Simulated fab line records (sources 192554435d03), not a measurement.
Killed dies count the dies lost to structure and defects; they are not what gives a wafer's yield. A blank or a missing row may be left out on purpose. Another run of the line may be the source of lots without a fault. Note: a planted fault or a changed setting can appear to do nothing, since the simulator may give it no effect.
Split-lot study ; flow n5 finfet ; 21 wafers read across 7 lots, on a route 1938 steps long

## ABOUT THE SPLIT
At N5_ZERO_LAYER_PECVD_02 (deposits SiO2 from SiH4/N2O, target thk 10 nm, time 6 s), the setting time s was moved away from the recipe's 6 s on 6 of the 21 wafers read, by -10.5% to +14.3%. The other wafers ran this setting at the recipe's value.

Reading taken at the split's own step.

## THE READING
SiO2_of_ZERO_LAYER_PECVD_02.thk nm (the simulator's own value, which no gauge read), in nm, at N5_ZERO_LAYER_PECVD_02 (deposits SiO2 from SiH4/N2O, target thk 10 nm, time 6 s). No usual value for it is given in the file. Here, 15 wafers ran the recipe; their average is 10.027 nm with a standard deviation of 0.13 nm.

wafer;tool, chamber at the split;time s as run, s;against the recipe;SiO2_of_ZERO_LAYER_PECVD_02.thk nm, nm;against lot-mates on the recipe
L076.1;pecvd-02, 1;5.565;-7.2%;9.245;-0.695
L076.3;pecvd-02, 0;6;recipe;9.94;-
L076.4;pecvd-02, 1;5.565;-7.2%;9.376;-0.564
L078.2;pecvd-04, 1;6;recipe;9.855;-
L078.3;pecvd-04, 0;6;recipe;10.07;-
L078.5;pecvd-04, 1;6;recipe;10.02;-
L080.4;pecvd-04, 0;6;recipe;10.05;-
L080.5;pecvd-04, 1;6;recipe;9.974;-
L080.6;pecvd-04, 0;6;recipe;9.976;-
L090.3;pecvd-02, 2;6;recipe;10.11;-
L090.4;pecvd-02, 1;6;recipe;9.827;-
L090.5;pecvd-02, 0;6.778;+13.0%;11.2;+1.232
L091.1;pecvd-04, 2;6;recipe;10.11;-
L091.3;pecvd-04, 1;6;recipe;10.14;-
L091.4;pecvd-04, 0;6;recipe;10.16;-
L093.4;pecvd-01, 0;5.371;-10.5%;8.976;-0.948
L093.5;pecvd-01, 0;6;recipe;9.913;-
L093.6;pecvd-01, 1;6;recipe;9.936;-
L095.1;pecvd-04, 1;6.858;+14.3%;11.57;+1.250
L095.4;pecvd-04, 2;6.858;+14.3%;11.69;+1.370
L095.5;pecvd-04, 1;6;recipe;10.32;-

THE FIT
A straight line over all 21 wafers: SiO2_of_ZERO_LAYER_PECVD_02.thk nm changes by +0.104 nm for each +1% of time s; r = +0.98; the points scatter about the line by 0.13 nm.
The same after taking each lot's own level away (the mean of its wafers on the recipe; 21 wafers): +0.0914 nm for each +1%; r = +0.99; scatter 0.069 nm.
On that fit, the largest move of time s shifts the reading by 1.3 nm.
From 9.9245 to 10.3200 nm: that is the span of the lots' own levels, equal to 3.2 times the standard deviation above.
So the lot-to-lot level changes the slope: the two fits differ.
Check: +1.34 nm against its lot-mates is what the line predicts for one of the wafers moved furthest among these (+14.3%) when that wafer is left out of the fit. It came out at +1.25 nm against them.

## THE FILE'S OWN FIT
SiO2_of_ZERO_LAYER_PECVD_02.thk nm changes by +0.0921 nm for each +1% of time s, r = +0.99.
